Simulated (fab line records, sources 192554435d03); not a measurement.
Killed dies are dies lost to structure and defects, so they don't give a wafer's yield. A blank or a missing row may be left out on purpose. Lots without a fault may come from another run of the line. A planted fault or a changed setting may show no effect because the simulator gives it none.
One fault seen from 2 desks | flow n5_finfet | each desk has only its own numbers; what lay behind them comes last

THE METROLOGY DESK
What the gauges read, lot by lot, whatever tool the lot ran on: means of the sampled wafers that have a number. A lot is out of limits, marked OUT, if its mean lies more than 4 standard deviations from the usual mean; the brackets give that distance. Of its 11 readings 7 are shown: those that lie furthest out on some lot.
Columns: A = DIBL_P at N5_BEOL_M4_RC_MEAS_101, usual 35.9 mV/V; B = IOFF_N at N5_BEOL_M4_RC_MEAS_101, usual 0.16 nA/um; C = IOFF_P at N5_BEOL_M4_RC_MEAS_101, usual 0.21 nA/um; D = ION_N at N5_BEOL_M4_RC_MEAS_101, usual 672 uA/um; E = ION_P at N5_BEOL_M4_RC_MEAS_101, usual 461 uA/um; F = SS_N at N5_BEOL_M4_RC_MEAS_101, usual 71.4 mV/dec; G = VT_P at N5_BEOL_M4_RC_MEAS_101, usual -251 mV
lot  | first seen here | A    | B    | C    | D   | E   | F    | G
L738 | day 4 03:00     | 37.3 | 0.19 | 0.20 | 679 | 456 | 72.3 | -252
L739 | day 4 13:26     | 36.4 | 0.18 | 0.24 | 680 | 468 | 71.9 | -247
L745 | day 5 23:21     | 36.7 | 0.16 | 0.19 | 675 | 459 | 71.8 | -255
L750 | day 7 04:03     | 34.5 | 0.13 | 0.18 | 659 | 451 | 70.9 | -254
L758 | day 9 05:04     | 37.7 | 0.20 | 0.25 | 670 | 463 | 72.4 | -248
L761 | day 9 22:20     | 33.3 | 0.11 | 0.18 | 661 | 461 | 70.9 | -254
This desk's finding: nothing out of limits on any of the 6 lots.

THE TOOL OWNER'S DESK: ald_metal-04
The tool's own readings at N5_HKMG_FIN_PWFM_ALD_03 (deposits TiN, target thk 2 nm, pulse time 1 s, purge time 3 s): means of the sampled wafers that have a number, for each lot that ran on this tool. A lot is out of limits, marked OUT, if its mean lies more than 4 standard deviations from the usual mean; the brackets give that distance.
Columns: A = heater_power_outer_w at N5_HKMG_FIN_PWFM_ALD_03, usual 535 W; B = heater_power_w at N5_HKMG_FIN_PWFM_ALD_03, usual 887 W; C = precursor_pulse_height_rel at N5_HKMG_FIN_PWFM_ALD_03, usual 1.004
lot  | first seen here | A   | B   | C
L739 | day 4 13:29     | 465 | 840 | 1.004
L745 | day 5 23:23     | 536 | 898 | 0.987
L750 | day 7 04:05     | 538 | 887 | 0.985
This desk's finding: nothing out of limits on any of the 3 lots.

PUT TOGETHER
The metrology desk saw nothing out of limits.
The tool owner's desk saw nothing out of limits.

WHAT THE SIMULATOR HAD PUT IN
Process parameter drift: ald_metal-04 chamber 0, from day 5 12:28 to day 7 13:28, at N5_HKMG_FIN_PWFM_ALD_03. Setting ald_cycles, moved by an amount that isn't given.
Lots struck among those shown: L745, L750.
